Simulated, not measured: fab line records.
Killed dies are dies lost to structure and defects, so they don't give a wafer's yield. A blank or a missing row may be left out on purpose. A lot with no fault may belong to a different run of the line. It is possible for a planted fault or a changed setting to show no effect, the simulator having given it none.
Chamber matching | flow nand harc | NHARC_P_CONTACT_ALD_22 on ald metal-04 has 4 sister chambers
The step deposits TiN, target thk 3 nm, pulse time 1 s, ald cycles 150. 14 wafers are shown with their chamber, then 7 later ones without.

## WAFERS PAIRED WITH THEIR CHAMBERS
wafer  | chamber | heater power w (W) | precursor pulse height rel
L076.4 | 2       | 1177               | 0.993
L076.5 | 3       | 1228               | 1.012
L076.6 | 0       | 1092               | 1.024
L078.1 | 0       | 1081               | 0.987
L078.3 | 1       | 1378               | 0.999
L078.5 | 1       | 1387               | 0.998
L084.2 | 0       | 1092               | 1.003
L084.4 | 1       | 1334               | 0.962
L084.6 | 3       | 1266               | 1.007
L089.1 | 3       | 1270               | 0.997
L089.3 | 0       | 1088               | 0.992
L089.4 | 2       | 1184               | 1.011
L091.2 | 0       | 1076               | 0.967
L091.3 | 2       | 1194               | 0.995

SIGNATURES (averages over the wafers above)
reading                    | chamber 0 | chamber 1 | chamber 2 | chamber 3 | scatter within a chamber
heater power w             | 1085.80   | 1366.33   | 1185.00   | 1254.67   | 17.4
precursor pulse height rel | 0.99460   | 0.98633   | 0.99967   | 1.00533   | 0.0172
Rule: a wafer's distance from a chamber is the root of the sum, over the readings, of the square of ((its reading less the chamber's mean) divided by the reading's scatter). The wafer belongs to the nearest chamber; if the next one is less than 2 further off, it can't be placed. The scatter is the square root of a quotient: the sum, over the shown wafers, of each reading's squared deviation from its chamber's mean, divided by wafers minus chambers.

## WAFERS WITH NO CHAMBER GIVEN
wafer  | heater power w (W) | precursor pulse height rel
L091.4 | 1234               | 1.025
L093.1 | 1085               | 1.012
L093.3 | 1292               | 0.989
L093.5 | 1177               | 1.040
L097.2 | 1208               | 1.005
L097.3 | 1066               | 0.987
L097.6 | 1259               | 0.992

## WHICH CHAMBER EACH WENT THROUGH
wafer  | from the rows above     | in truth
L091.4 | can't be placed: 3 or 2 | 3
L093.1 | 0                       | 0
L093.3 | can't be placed: 3 or 1 | 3
L093.5 | 2                       | 2
L097.2 | can't be placed: 2 or 3 | 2
L097.3 | 0                       | 0
L097.6 | 3                       | 3
4 of 7 placed correctly. Cannot be placed on the basis of these rows: 3; the candidates contain the true chamber in 3. Wrongly placed: 0.
